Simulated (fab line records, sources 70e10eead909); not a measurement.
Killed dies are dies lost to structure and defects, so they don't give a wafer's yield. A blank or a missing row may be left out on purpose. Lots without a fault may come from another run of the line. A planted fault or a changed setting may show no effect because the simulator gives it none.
Chamber matching | flow nand_harc | NHARC_A_STAIRCASE_DEP_325 on pecvd-04: 3 sister chambers
The step deposits SiO2, target thk 3800 nm. 3 wafers are shown with their chamber, then 8 later ones without.

WAFERS WITH THEIR CHAMBER
wafer  | chamber | heater_power_w (W)
L081.6 | 1       | 711
L084.5 | 2       | 714
L091.3 | 0       | 815

WAFERS WITHOUT THEIR CHAMBER
wafer  | heater_power_w (W)
L091.4 | 721
L091.5 | 655
L094.1 | 745
L094.2 | 860
L094.3 | 673
L096.1 | 816
L096.3 | 779
L096.5 | 653

WHICH CHAMBER EACH WENT THROUGH
wafer  | from the rows above          | in truth
L091.4 | can't be placed: 2 or 1      | 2
L091.5 | can't be placed: 1 or 2      | 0
L094.1 | can't be placed: 2 or 1 or 0 | 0
L094.2 | 0                            | 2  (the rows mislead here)
L094.3 | can't be placed: 1 or 2      | 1
L096.1 | 0                            | 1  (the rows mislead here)
L096.3 | can't be placed: 0 or 2 or 1 | 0
L096.5 | can't be placed: 1 or 2      | 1
Placed correctly: 0 of 8. Can't be placed from these rows: 6 (the true chamber is among the candidates in 5). Placed wrongly: 2.
How it was worked out, from the rows above alone: a wafer's distance from a chamber is the root of the sum, over the readings, of the square of ((its reading less the chamber's mean) divided by the reading's scatter). The wafer belongs to the nearest chamber; if the next one is less than 2 further off, it can't be placed. A chamber's mean is the mean of its shown wafers. The scatter: with one shown wafer a chamber, the root of the mean of the squares of how far each hidden wafer lies from its nearest shown one.
